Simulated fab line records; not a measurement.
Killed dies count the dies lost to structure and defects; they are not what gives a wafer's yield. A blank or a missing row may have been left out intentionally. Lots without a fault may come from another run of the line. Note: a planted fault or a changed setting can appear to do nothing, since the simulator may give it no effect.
fab line records ; flow n5Finfet ; part 2 of 2: steps 21 to 26 of 26
[record] lots = 5; wafers = 15; lastDay = 16
route steps=1938 shown BEOL_M2@860
lots with no fault: from the same line, run without faults
startH: hours from the record's first day to the start of the lot's first wafer shown ; waitH: time in hours since the lot's previous step ; " identical to the entry in the row above ; L1.1+2: several wafers, shown together as one row ; - either no value or no given start ; * or withheld: withheld ; < > ~ a bound
route shown NAME@n: NAME is a module with steps in the file, n the number in the route of the first one ; usual: average and standard deviation across the fault-free wafers ; same: alike in all rows ; chamber/n: place in a boat ; sites: per-site readings ; _std_site: standard deviation of those values ; _edge_site: inner sites' mean taken away from outer sites' mean ; radiusMm: how far each site lies from the wafer's centre ; mask NAME#n: copy n ; behind: the tool/chamber that last shaped the wafer ; hold: why the lot went on hold/how many hours it stayed there/how the hold came to an end ; device: transistor that didn't switch, given as n, p or np ; end of line: tests run on the same wafers once the route is complete ; a step without rows: its recipe alone ; killed: count of dies lost to structure and defects at first sort (not the wafer's yield) ; map: the dies of a wafer, with x for killed, . for not killed, _ for no die there
set.NAME: the run value of the setting; set.NAME@STEP: its run value at that earlier step ; model.NAME: the simulator's own value behind a step, which no gauge read
certain route steps with their lots: each step a table, each wafer a row
services: when a tool's chamber went out of use (startH, in hours from the record's first day, below 0 if earlier), for how many hours, and the reason
[[steps]]
[step N5_BEOL_M2_ETCH_77]
[recipe] chemistry = N2/H2; target = underlayer; targetDepthA = 65; maskMaterial = CAR-EUV; timeS = 5.2; ionEnergyEv = 200; pressureMtorr = 30; sourceW = 840; biasW = 150; n2FlowSccm = 200; h2FlowSccm = 200; ends = cleared
[usual] biasW = 150.1/0.45; drypumpMotorCurrentA = 5.5/0.41; etchRfOnTimeS = 5.24/0.13; oesProductAu = 0.68/0.063; rfFwdPowerW = 819.5/2.4; rfVppV = 523.5/2.5; showerheadPlenumPTorr = 2.53/0.077; throttleValvePct = 17.62/0.28
lot.wafer;tool;chamber;startH;waitH;biasW;drypumpMotorCurrentA;etchRfOnTimeS;oesProductAu;rfFwdPowerW;rfHoursCounterH;rfVppV;showerheadPlenumPTorr;throttleValvePct
L076.2;rieDiel-05;3;140.52;0.0;149.6;5.4;5.28;0.59;823.6;228;524.6;2.52;17.88
L076.4;rieDiel-05;3;140.52;0.0;149.9;5.4;5.29;0.59;820.5;-;524.0;2.52;17.90
L076.6;rieDiel-05;0;140.52;0.0;149.5;5.3;5.46;0.69;819.5;-;524.6;2.47;17.62
L080.1;rieDiel-02;3;165.52;0.0;150.2;5.8;5.14;0.69;815.6;105;526.2;2.56;17.70
L080.2;rieDiel-02;0;165.52;0.0;150.0;5.7;5.01;0.73;820.4;62;520.2;2.47;17.37
L080.5;rieDiel-02;3;165.52;0.0;150.2;5.8;5.18;0.69;817.0;-;524.2;2.57;17.69
L082.1;rieDiel-02;3;179.78;0.0;150.1;5.8;5.22;0.68;819.8;109;523.4;2.56;17.69
L082.4;rieDiel-02;1;179.78;0.0;149.2;6.0;5.21;0.61;823.0;214;527.0;2.62;18.00
L082.5;rieDiel-02;2;179.78;0.0;149.8;5.3;5.30;0.73;820.1;-;528.1;2.69;17.26
L088.1;rieDiel-05;2;237.40;0.0;150.1;5.6;5.29;0.65;820.1;135;522.7;2.55;17.75
L088.3;rieDiel-05;1;237.40;0.0;150.3;4.8;5.14;0.74;821.3;41;520.8;2.48;17.18
L088.4;rieDiel-05;3;237.40;0.0;150.2;5.4;5.28;0.79;822.8;8;523.9;2.51;17.51
L091.1;rieDiel-05;0;238.84;0.0;150.3;5.3;5.40;0.65;819.9;130;520.1;2.45;17.70
L091.3;rieDiel-05;2;238.84;0.0;150.5;5.6;5.32;0.65;820.6;136;523.0;2.55;17.77
L091.4;rieDiel-05;1;238.84;0.0;150.1;4.8;5.21;0.75;814.9;42;524.6;2.48;17.19
[step N5_BEOL_M2_ETCH_69]
[recipe] chemistry = CF4; target = SiARC; targetDepthA = 156; maskMaterial = CAR-EUV; timeS = 26; ionEnergyEv = 80; pressureMtorr = 40; sourceW = 545; biasW = 36; Ar_flow_sccm = 100; cf4FlowSccm = 100; ends = cleared
[usual] biasW = 35.98/0.12; drypumpMotorCurrentA = 5.5/0.4; etchRfOnTimeS = 26.2/0.73; oesProductAu = 0.68/0.064; rfFwdPowerW = 532.4/2.4; rfVppV = 184.0/1.1; showerheadPlenumPTorr = 2.14/0.059; throttleValvePct = 15.40/0.26
lot.wafer;tool;chamber;startH;waitH;biasW;drypumpMotorCurrentA;etchRfOnTimeS;oesProductAu;rfFwdPowerW;rfHoursCounterH;rfVppV;showerheadPlenumPTorr;throttleValvePct
L076.2;rieDiel-05;3;140.53;0.0;35.80;5.4;26.8;0.59;532.6;228;182.7;2.12;15.61
L076.4;rieDiel-05;3;140.53;0.0;35.94;5.4;26.8;0.59;531.1;-;184.2;2.12;15.60
L076.6;rieDiel-05;0;140.53;0.0;35.91;5.3;27.6;0.69;538.4;-;182.6;2.08;15.23
L080.1;rieDiel-02;3;165.54;0.0;36.00;5.8;25.6;0.68;532.7;105;184.5;2.15;15.36
L080.2;rieDiel-02;0;165.54;0.0;36.00;5.7;25.0;0.73;532.8;62;184.3;2.10;15.23
L080.5;rieDiel-02;3;165.54;0.0;35.98;5.8;25.7;0.69;531.1;-;184.6;2.15;15.37
L082.1;rieDiel-02;3;179.80;0.0;36.08;5.8;26.4;0.69;528.7;109;183.7;2.15;15.38
L082.4;rieDiel-02;1;179.80;0.0;35.88;6.0;26.6;0.60;531.7;214;186.4;2.19;15.70
L082.5;rieDiel-02;2;179.80;0.0;36.00;5.3;26.6;0.75;531.4;-;184.8;2.26;15.09
L088.1;rieDiel-05;2;237.42;0.0;35.95;5.6;26.8;0.65;530.7;135;185.3;2.15;15.54
L088.3;rieDiel-05;1;237.42;0.0;36.06;4.8;25.7;0.75;532.9;41;184.9;2.10;15.08
L088.4;rieDiel-05;3;237.42;0.0;35.95;5.4;26.8;0.79;532.2;8;183.7;2.11;15.16
L091.1;rieDiel-05;0;238.85;0.0;36.09;5.2;27.2;0.64;538.4;130;182.3;2.06;15.32
L091.3;rieDiel-05;2;238.85;0.0;35.91;5.6;27.0;0.65;532.6;136;183.8;2.15;15.57
L091.4;rieDiel-05;1;238.85;0.0;36.05;4.8;25.9;0.75;529.1;42;183.5;2.10;15.07
[step N5_BEOL_M2_ALD_98]
[recipe] material = SiO2; targetThkA = 25; tempC = 100; aldPrecursorFamily = BDEAS; aldCoReactant = O2-plasma; pulseTimeS = 1; coReactantPulseTimeS = 1; purgeTimeS = 2; coReactantPurgeTimeS = 2; aldCycles = 17; pressureTorr = 2
[usual] heaterPowerW = 73/11; precursorPulseHeightRel = 1.001/0.021
[same] aldCycles = 17
lot.wafer;tool;chamber;startH;waitH;heaterPowerW;precursorPulseHeightRel
L076.2;aldSin-03;0;140.62;0.1;76;1.027
L076.4;aldSin-03;2;140.62;0.1;52;0.986
L076.6;aldSin-03;3;140.62;0.1;66;1.005
L080.1;aldSin-01;2;165.62;0.1;92;1.000
L080.2;aldSin-01;3;165.62;0.1;88;1.010
L080.5;aldSin-01;2;165.62;0.1;92;1.009
L082.1;aldSin-03;2;180.24;0.4;50;0.987
L082.4;aldSin-03;0;180.24;0.4;76;1.018
L082.5;aldSin-03;2;180.24;0.4;51;1.034
L088.1;aldSin-02;3;237.50;0.1;80;1.010
L088.3;aldSin-02;1;237.50;0.1;63;1.028
L088.4;aldSin-02;0;237.50;0.1;82;1.015
L091.1;aldSin-02;2;238.94;0.1;78;1.006
L091.3;aldSin-02;1;238.94;0.1;66;1.012
L091.4;aldSin-02;0;238.94;0.1;78;0.993
[step N5_BEOL_M2_ETCHBACK_99]
[recipe] chemistry = CHF3; target = SiO2; targetDepthA = 50; timeS = 10.4; sourceW = 215; biasW = 47; Ar_flow_sccm = 200; CHF3_flow_sccm = 12; ionEnergyEv = 100; pressureMtorr = 30
[usual] CHF3_flow_sccm = 11.99/0.037; biasW = 47.01/0.15; drypumpMotorCurrentA = 5.6/0.42; oesProductAu = 0.79/0.071; rfFwdPowerW = 212.6/1.1; rfVppV = 241/6.3; showerheadPlenumPTorr = 2.15/0.059; throttleValvePct = 16.87/0.3
lot.wafer;tool;chamber;startH;waitH;CHF3_flow_sccm;biasW;drypumpMotorCurrentA;oesProductAu;rfFwdPowerW;rfHoursCounterH;rfVppV;showerheadPlenumPTorr;throttleValvePct
L076.2;rieDiel-06;0;143.10;2.4;12.06;46.85;5.0;0.91;213.0;42;246;2.28;16.68
L076.4;rieDiel-06;1;143.10;2.4;12.00;47.04;5.1;0.67;213.6;241;235;2.12;17.07
L076.6;rieDiel-06;2;143.10;2.4;11.96;47.22;6.5;0.70;213.3;-;230;2.05;17.72
L080.1;rieDiel-02;1;176.88;11.2;11.98;47.13;6.0;0.72;210.8;212;250;2.21;17.13
L080.2;rieDiel-02;2;176.88;11.2;12.01;47.00;5.3;0.88;211.8;39;253;2.26;16.44
L080.5;rieDiel-02;0;176.88;11.2;11.95;47.03;5.7;0.85;213.8;-;242;2.10;16.72
L082.1;rieDiel-02;1;182.19;1.9;12.09;46.91;6.0;0.71;210.7;215;250;2.21;17.14
L082.4;rieDiel-02;0;182.19;1.9;11.93;46.82;5.7;0.83;212.5;68;242;2.10;16.72
L082.5;rieDiel-02;3;182.19;1.9;12.00;47.09;5.8;0.80;212.9;-;238;2.17;16.83
L088.1;rieDiel-05;3;241.40;3.9;12.00;47.16;5.4;0.93;212.9;9;241;2.13;16.73
L088.3;rieDiel-05;1;241.40;3.9;11.96;46.89;4.8;0.87;211.5;43;233;2.09;16.45
L088.4;rieDiel-05;2;241.40;3.9;12.02;46.98;5.6;0.76;213.9;137;243;2.17;17.10
L091.1;rieDiel-02;3;243.40;4.4;12.05;46.91;5.8;0.78;212.4;135;238;2.16;16.88
L091.3;rieDiel-02;1;243.40;4.4;11.98;46.74;6.0;0.69;210.5;241;251;2.20;17.18
L091.4;rieDiel-02;2;243.40;4.4;12.00;46.79;5.3;0.84;212.8;62;253;2.25;16.48
[step N5_BEOL_M2_ETCH_70]
[recipe] chemistry = N2/H2; target = SOC; targetDepthA = 800; overetchA = 240; maskMaterial = SiARC; tempC = 40; timeS = 130; ionEnergyEv = 200; pressureMtorr = 30; sourceW = 840; biasW = 150; n2FlowSccm = 200; h2FlowSccm = 200
[usual] biasW = 150.0/0.44; drypumpMotorCurrentA = 5.6/0.42; oesProductAu = 0.59/0.052; rfFwdPowerW = 835.8/2.6; rfVppV = 523.7/2.3; showerheadPlenumPTorr = 2.54/0.082; tempC = 39.98/0.11; throttleValvePct = 17.59/0.3
lot.wafer;tool;chamber;startH;waitH;biasW;drypumpMotorCurrentA;oesProductAu;rfFwdPowerW;rfHoursCounterH;rfVppV;showerheadPlenumPTorr;tempC;throttleValvePct
L076.2;rieDiel-06;0;143.14;0.0;149.7;5.0;0.67;832.9;42;528.4;2.70;40.05;17.40
L076.4;rieDiel-06;1;143.14;0.0;149.8;5.1;0.49;838.8;241;523.5;2.50;39.81;17.75
L076.6;rieDiel-06;2;143.14;0.0;150.7;6.4;0.52;835.5;-;520.1;2.40;39.83;18.27
L080.1;rieDiel-02;1;176.92;0.0;150.4;6.0;0.53;835.2;212;525.5;2.62;40.01;17.94
L080.2;rieDiel-02;2;176.92;0.0;149.8;5.3;0.65;836.0;39;527.7;2.69;39.97;17.23
L080.5;rieDiel-02;0;176.92;0.0;149.8;5.7;0.61;835.5;-;520.8;2.47;40.02;17.33
L082.1;rieDiel-02;1;182.23;0.0;149.9;6.0;0.53;835.2;215;526.5;2.62;39.91;17.95
L082.4;rieDiel-02;0;182.23;0.0;149.2;5.7;0.61;841.0;68;521.2;2.47;39.85;17.34
L082.5;rieDiel-02;3;182.23;0.0;150.7;5.8;0.59;837.5;-;523.8;2.56;39.88;17.64
L088.1;rieDiel-05;3;241.44;0.0;149.8;5.4;0.69;836.1;9;523.0;2.51;39.84;17.45
L088.3;rieDiel-05;1;241.44;0.0;149.2;4.9;0.64;831.1;43;523.1;2.48;40.05;17.15
L088.4;rieDiel-05;2;241.44;0.0;150.4;5.6;0.56;835.8;137;524.7;2.55;39.79;17.71
L091.1;rieDiel-02;3;243.44;0.0;150.4;5.8;0.57;835.3;135;524.7;2.55;40.02;17.69
L091.3;rieDiel-02;1;243.44;0.0;149.7;6.0;0.51;831.3;241;525.8;2.61;39.86;18.01
L091.4;rieDiel-02;2;243.44;0.0;149.7;5.3;0.63;834.8;62;525.9;2.68;39.94;17.27
[step N5_BEOL_M2_STRIP_71]
[recipe] chemistry = N2/H2; tempC = 40; n2FlowSccm = 200; h2FlowSccm = 200; rfFrequencyHz = 6e+07
lot.wafer;tool;chamber;startH;waitH
L076.2+4+6;rieDiel-06;0,1,2;143.22;0.0
L080.1+2+5;rieDiel-02;1,2,0;177.01;0.0
L082.1+4+5;rieDiel-02;1,0,3;182.32;0.0
L088.1+3+4;rieDiel-05;3,1,2;241.53;0.0
L091.1+3+4;rieDiel-02;3,1,2;243.53;0.0
[[services]]
tool;chamber;startH;hours;kind
rieMetal-01;-;117.70;2.8;pm
rieDiel-02;0;122.41;2.5;repair
euvScanner-02;-;127.40;1.0;pm
rieMetal-03;-;150.55;2.5;repair
rieDiel-02;0;151.41;1.6;repair
aldSin-01;0;155.73;9.2;repair
aldSin-01;1;159.89;16.0;repair
euvScanner-01;-;161.08;1.0;pm
rieMetal-03;1;166.83;4.3;repair
rieDiel-06;2;168.37;33.9;repair
euvScanner-01;-;169.90;0.5;repair
euvScanner-01;-;176.57;0.7;repair
aldSin-01;-;176.75;14.0;pm
euvScanner-02;-;183.55;1.0;pm
aldSin-03;3;187.19;13.1;repair
rieDiel-06;-;195.13;28.1;pm
euvScanner-02;-;196.39;4.6;pm
euvScanner-01;-;206.15;12.0;pm
euvScanner-02;-;215.42;23.4;repair
lithoTrack-01;-;218.22;-;consumableReplace:filter
rieDiel-06;1;223.23;-;clean
rieDiel-06;1;223.23;-;consumableReplace:focusRing
euvScanner-01;-;231.27;1.0;pm
euvScanner-02;-;239.70;1.0;pm
